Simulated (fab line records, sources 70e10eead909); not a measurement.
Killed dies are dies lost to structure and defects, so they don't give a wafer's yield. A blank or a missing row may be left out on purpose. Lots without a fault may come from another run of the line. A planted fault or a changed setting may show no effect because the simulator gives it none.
Which tool did it? | flow nand_harc | 24 lots, 72 wafers sampled, at 5 steps of a route of 1159

WHAT THE GAUGES READ, wafer by wafer
NHARC_P_GATE_CD_MEAS_59: target cd 720 nm. Usual: cd_nm 719.3 nm, standard deviation 1.5.
lot  | measured     | on        | cd_nm (nm)        | flag
L074 | day 5 08:01  | cd_sem-03 | 720.3 719.4 719.3 |
L075 | day 5 08:32  | cd_sem-03 | 719.0 717.6 719.4 |
L077 | day 6 01:35  | cd_sem-01 | 717.7 719.7 719.7 |
L076 | day 6 02:04  | cd_sem-03 | 720.5 720.4 719.4 |
L078 | day 6 15:13  | cd_sem-02 | 718.1 718.4 718.2 |
L081 | day 7 00:40  | cd_sem-02 | 718.6 720.2 721.1 |
L080 | day 7 00:55  | cd_sem-02 | 721.4 719.6 720.1 |
L079 | day 7 02:58  | cd_sem-01 | 718.6 721.3 720.2 |
L082 | day 7 08:18  | cd_sem-02 | 720.0 719.6 719.5 |
L083 | day 7 12:56  | cd_sem-03 | 717.7 718.6 716.8 |
L084 | day 7 13:16  | cd_sem-02 | 718.4 714.3 718.5 |
L088 | day 8 11:38  | cd_sem-02 | 719.0 717.5 719.7 |
L086 | day 8 12:10  | cd_sem-01 | 719.5 716.7 719.4 |
L085 | day 8 13:44  | cd_sem-01 | 716.7 717.0 714.3 |
L087 | day 8 18:11  | cd_sem-03 | 721.0 720.9 717.6 |
L089 | day 8 22:41  | cd_sem-02 | 715.6 718.2 719.2 |
L090 | day 9 05:39  | cd_sem-02 | 719.6 717.9 720.3 |
L091 | day 9 13:35  | cd_sem-02 | 719.5 720.4 719.9 |
L092 | day 9 21:14  | cd_sem-02 | 722.7 718.3 720.6 |
L093 | day 9 21:17  | cd_sem-03 | 719.3 720.3 721.4 |
L095 | day 10 08:50 | cd_sem-03 | 718.9 721.6 721.8 |
L094 | day 10 11:28 | cd_sem-01 | 719.5 720.7 721.4 |
L096 | day 10 22:32 | cd_sem-03 | 718.9 718.2 717.6 |
L097 | day 11 06:48 | cd_sem-01 | 716.7 719.2 720.9 |

NHARC_P_M2_OVL_MEAS_10: pitch 340 nm. Usual: overlay_x_nm -0.1 nm, standard deviation 0.92; overlay_y_nm -0.1 nm, standard deviation 0.99.
lot  | measured     | on         | overlay_x_nm (nm) | overlay_y_nm (nm) | flag
L074 | day 6 11:56  | overlay-02 | -0.3 -0.1 -0.4    | -0.2 0.1 -0.5     |
L075 | day 6 12:26  | overlay-01 | -0.8 -0.4 -1.0    | -1.3 -1.5 -1.6    |
L077 | day 6 22:39  | overlay-01 | 0.3 0.4 0.4       | 0.2 -0.2 -0.4     |
L076 | day 6 22:56  | overlay-01 | -1.7 -1.9 -1.6    | 0.9 0.3 1.0       |
L078 | day 7 10:35  | overlay-01 | -0.7 -0.3 -0.3    | -0.4 -0.3 -0.6    |
L081 | day 7 21:49  | overlay-02 | -0.4 0.5 0.5      | -0.9 -0.8 -0.7    |
L080 | day 7 22:53  | overlay-02 | 1.5 1.9 1.3       | 1.3 1.7 1.5       |
L079 | day 8 03:31  | overlay-02 | -0.2 0.3 -0.2     | 1.5 1.2 1.5       |
L082 | day 8 04:46  | overlay-01 | 0.2 -0.1 0.2      | 1.6 0.9 0.3       |
L083 | day 8 07:55  | overlay-02 | 1.6 1.5 1.7       | 0.9 0.6 0.9       |
L084 | day 8 08:43  | overlay-01 | 0.3 0.8 0.6       | -1.6 -1.5 -2.2    |
L088 | day 9 06:22  | overlay-02 | -1.2 -1.0 -0.9    | -0.3 0.1 0.3      |
L086 | day 9 07:52  | overlay-02 | -1.5 -1.8 -1.2    | 0.3 -0.2 0.4      |
L085 | day 9 12:19  | overlay-01 | 1.5 1.0 1.7       | -1.6 -1.1 -1.6    |
L087 | day 9 14:11  | overlay-02 | -0.4 -0.5 -1.0    | 0.2 -0.3 0.3      |
L089 | day 9 23:53  | overlay-01 | 0.6 0.5 0.4       | 0.8 0.7 0.6       |
L090 | day 10 06:37 | overlay-01 | -1.5 -2.2 -1.5    | 0.1 0.0 -0.2      |
L091 | day 10 09:13 | overlay-01 | -0.6 0.2 -0.3     | -1.5 -0.9 -1.5    |
L092 | day 10 17:49 | overlay-02 | -0.4 0.0 -0.4     | 0.2 0.6 0.5       |
L093 | day 10 18:47 | overlay-02 | -0.2 -0.2 0.0     | -0.1 -0.6 -0.7    |
L095 | day 11 04:32 | overlay-02 | 0.4 0.4 -0.2      | -2.0 -2.1 -2.0    |
L094 | day 11 06:10 | overlay-02 | -1.1 -1.0 -1.0    | 0.6 0.4 0.3       |
L096 | day 11 19:13 | overlay-01 | 0.9 0.6 1.0       | 0.3 0.3 0.6       |
L097 | day 12 02:03 | overlay-01 | 0.5 0.4 0.3       | -0.2 0.3 -0.3     |

NHARC_P_BONDPAD_THK_MEAS_20: measures by xrf. Usual: thk_nm 161.0 nm, standard deviation 1.4.
lot  | measured     | on            | thk_nm (nm)       | flag
L074 | day 6 19:28  | film_metro-02 | 160.7 161.3 160.9 |
L075 | day 6 19:54  | film_metro-02 | 162.5 161.4 162.0 |
L077 | day 7 05:58  | film_metro-01 | 160.3 161.5 162.4 |
L076 | day 7 06:22  | film_metro-02 | 159.6 162.0 160.6 |
L078 | day 7 17:46  | film_metro-02 | 162.6 163.5 163.0 |
L081 | day 8 04:53  | film_metro-02 | 159.2 158.8 158.6 |
L080 | day 8 05:47  | film_metro-01 | 159.3 160.0 160.8 |
L079 | day 8 11:09  | film_metro-01 | 163.5 160.1 162.0 |
L082 | day 8 11:53  | film_metro-01 | 162.9 164.3 160.5 |
L083 | day 8 14:53  | film_metro-01 | 160.2 159.7 161.1 |
L084 | day 8 15:50  | film_metro-02 | 160.9 160.4 162.7 |
L088 | day 9 13:35  | film_metro-01 | 162.9 161.6 164.6 |
L086 | day 9 15:34  | film_metro-01 | 162.2 163.9 159.7 |
L085 | day 9 19:25  | film_metro-01 | 160.9 159.9 159.9 |
L087 | day 9 21:15  | film_metro-02 | 160.1 159.7 159.0 |
L089 | day 10 08:37 | film_metro-01 | 161.5 162.4 158.3 |
L090 | day 10 14:26 | film_metro-01 | 162.2 161.9 159.4 |
L091 | day 10 16:28 | film_metro-01 | 161.9 158.8 161.6 |
L092 | day 11 00:52 | film_metro-01 | 159.8 162.5 161.9 |
L093 | day 11 01:42 | film_metro-01 | 164.2 159.1 160.8 |
L095 | day 11 11:32 | film_metro-02 | 161.5 159.8 161.9 |
L094 | day 11 13:03 | film_metro-01 | 163.1 161.1 162.6 |
L096 | day 12 02:17 | film_metro-01 | 162.6 158.2 161.0 |
L097 | day 12 09:01 | film_metro-02 | 160.6 160.6 161.0 |

WHICH TOOL RAN EACH LOT (tool, then ch and the chambers of the sampled wafers, then the start)
lot  | NHARC_P_GATE_STRIP_111               | NHARC_P_GATE_STRIP_75
L074 | plasma_asher-02 ch 0,1, day 5 06:47  | plasma_asher-02 ch 0,1, day 5 07:05
L075 | plasma_asher-02 ch 0,1, day 5 07:20  | plasma_asher-02 ch 0,1, day 5 07:35
L077 | plasma_asher-01 ch 0, day 6 00:29    | plasma_asher-01 ch 0, day 6 00:47
L076 | plasma_asher-01 ch 0,1, day 6 00:51  | plasma_asher-01 ch 0,1, day 6 01:09
L078 | plasma_asher-01 ch 0,1, day 6 14:05  | plasma_asher-01 ch 0,1, day 6 14:23
L081 | plasma_asher-01 ch 0,1, day 6 23:34  | plasma_asher-01 ch 0,1, day 6 23:52
L080 | plasma_asher-02 ch 0,1, day 6 23:41  | plasma_asher-02 ch 0,1, day 6 23:59
L079 | plasma_asher-01 ch 0,1, day 7 01:52  | plasma_asher-01 ch 0,1, day 7 02:10
L082 | plasma_asher-01 ch 0,1, day 7 07:04  | plasma_asher-01 ch 0,1, day 7 07:22
L083 | plasma_asher-01 ch 0,1, day 7 11:44  | plasma_asher-01 ch 0,1, day 7 11:59
L084 | plasma_asher-01 ch 0,1, day 7 12:10  | plasma_asher-01 ch 0,1, day 7 12:28
L088 | plasma_asher-01 ch 0,1, day 8 10:23  | plasma_asher-01 ch 0,1, day 8 10:41
L086 | plasma_asher-02 ch 0,1, day 8 11:04  | plasma_asher-02 ch 0,1, day 8 11:22
L085 | plasma_asher-01 ch 0,1, day 8 12:41  | plasma_asher-01 ch 0,1, day 8 12:56
L087 | plasma_asher-01 ch 0,1, day 8 17:00  | plasma_asher-01 ch 0,1, day 8 17:16
L089 | plasma_asher-01 ch 1, day 8 21:38    | plasma_asher-01 ch 1, day 8 21:54
L090 | plasma_asher-02 ch 0, day 9 04:25    | plasma_asher-02 ch 0, day 9 04:43
L091 | plasma_asher-01 ch 0, day 9 12:32    | plasma_asher-01 ch 0, day 9 12:47
L092 | plasma_asher-02 ch 0,1, day 9 20:01  | plasma_asher-02 ch 0,1, day 9 20:19
L093 | plasma_asher-01 ch 0,1, day 9 20:14  | plasma_asher-01 ch 0,1, day 9 20:30
L095 | plasma_asher-01 ch 1, day 10 07:37   | plasma_asher-01 ch 1, day 10 07:55
L094 | plasma_asher-02 ch 0,1, day 10 10:14 | plasma_asher-02 ch 0,1, day 10 10:33
L096 | plasma_asher-02 ch 0,1, day 10 21:19 | plasma_asher-02 ch 0,1, day 10 21:37
L097 | plasma_asher-01 ch 0,1, day 11 05:41 | plasma_asher-01 ch 0,1, day 11 05:59
- NHARC_P_GATE_STRIP_111: strips in N2/H2, time 250 s.
- NHARC_P_GATE_STRIP_75: strips in O2.

WHAT THE TOOLS THEMSELVES READ (means of the sampled wafers that have a number; where no wafer has one, the mark that the record gives instead)
NHARC_P_GATE_STRIP_111. Usual: drypump_motor_current_A 5.45 A, standard deviation 0.1; heater_power_w 88 W, standard deviation 3.6.
lot  | tool            | drypump_motor_current_A (A) | heater_power_w (W) | flag
L074 | plasma_asher-02 | 5.34                        | 87                 |
L075 | plasma_asher-02 | 5.36                        | 84                 |
L077 | plasma_asher-01 | 5.58                        | 91                 |
L076 | plasma_asher-01 | 5.48                        | 90                 |
L078 | plasma_asher-01 | 5.48                        | 91                 |
L081 | plasma_asher-01 | 5.48                        | 90                 |
L080 | plasma_asher-02 | 5.33                        | 86                 |
L079 | plasma_asher-01 | 5.46                        | 89                 |
L082 | plasma_asher-01 | 5.47                        | 90                 |
L083 | plasma_asher-01 | 5.49                        | 91                 |
L084 | plasma_asher-01 | 5.49                        | 91                 |
L088 | plasma_asher-01 | 5.54                        | 91                 |
L086 | plasma_asher-02 | 5.38                        | 84                 |
L085 | plasma_asher-01 | 5.51                        | 91                 |
L087 | plasma_asher-01 | 5.54                        | 91                 |
L089 | plasma_asher-01 | 5.42                        | 90                 |
L090 | plasma_asher-02 | 5.30                        | 84                 |
L091 | plasma_asher-01 | 5.59                        | 90                 |
L092 | plasma_asher-02 | 5.33                        | 82                 |
L093 | plasma_asher-01 | 5.46                        | 89                 |
L095 | plasma_asher-01 | 5.43                        | 89                 |
L094 | plasma_asher-02 | 5.38                        | 82                 |
L096 | plasma_asher-02 | 5.38                        | 82                 |
L097 | plasma_asher-01 | 5.46                        | 91                 |

NHARC_P_GATE_STRIP_75. Usual: drypump_motor_current_A 5.45 A, standard deviation 0.1; heater_power_w 331 W, standard deviation 14.
lot  | tool            | drypump_motor_current_A (A) | heater_power_w (W) | flag
L074 | plasma_asher-02 | 5.34                        | 321                |
L075 | plasma_asher-02 | 5.37                        | 317                |
L077 | plasma_asher-01 | 5.55                        | 343                |
L076 | plasma_asher-01 | 5.48                        | 340                |
L078 | plasma_asher-01 | 5.50                        | 338                |
L081 | plasma_asher-01 | 5.49                        | 340                |
L080 | plasma_asher-02 | 5.32                        | 322                |
L079 | plasma_asher-01 | 5.50                        | 340                |
L082 | plasma_asher-01 | 5.47                        | 337                |
L083 | plasma_asher-01 | 5.48                        | 339                |
L084 | plasma_asher-01 | 5.48                        | 336                |
L088 | plasma_asher-01 | 5.52                        | 342                |
L086 | plasma_asher-02 | 5.35                        | 317                |
L085 | plasma_asher-01 | 5.54                        | 341                |
L087 | plasma_asher-01 | 5.54                        | 340                |
L089 | plasma_asher-01 | 5.43                        | 338                |
L090 | plasma_asher-02 | 5.29                        | 314                |
L091 | plasma_asher-01 | 5.59                        | 339                |
L092 | plasma_asher-02 | 5.33                        | 312                |
L093 | plasma_asher-01 | 5.47                        | 335                |
L095 | plasma_asher-01 | 5.44                        | 333                |
L094 | plasma_asher-02 | 5.36                        | 309                |
L096 | plasma_asher-02 | 5.37                        | 306                |
L097 | plasma_asher-01 | 5.49                        | 339                |

THE ANSWER, worked out from the rows above alone
Rule: a lot is off if the mean of its wafers that have a number lies more than 3 standard deviations from the usual mean. A lot without any number at a reading at which 4 lots or more have one is off too. The other lots that the step has rows for count as sound. The gauges are gone through in route order, then the tools' own readings, and for those a lot's mean is taken as printed above. The first step at which some lot is off is used, and at that step the reading that is off furthest; a lot without a number counts as furthest.
No lot is off at any reading shown: from this, nothing can be told.

WHAT THE SIMULATOR HAD PUT IN
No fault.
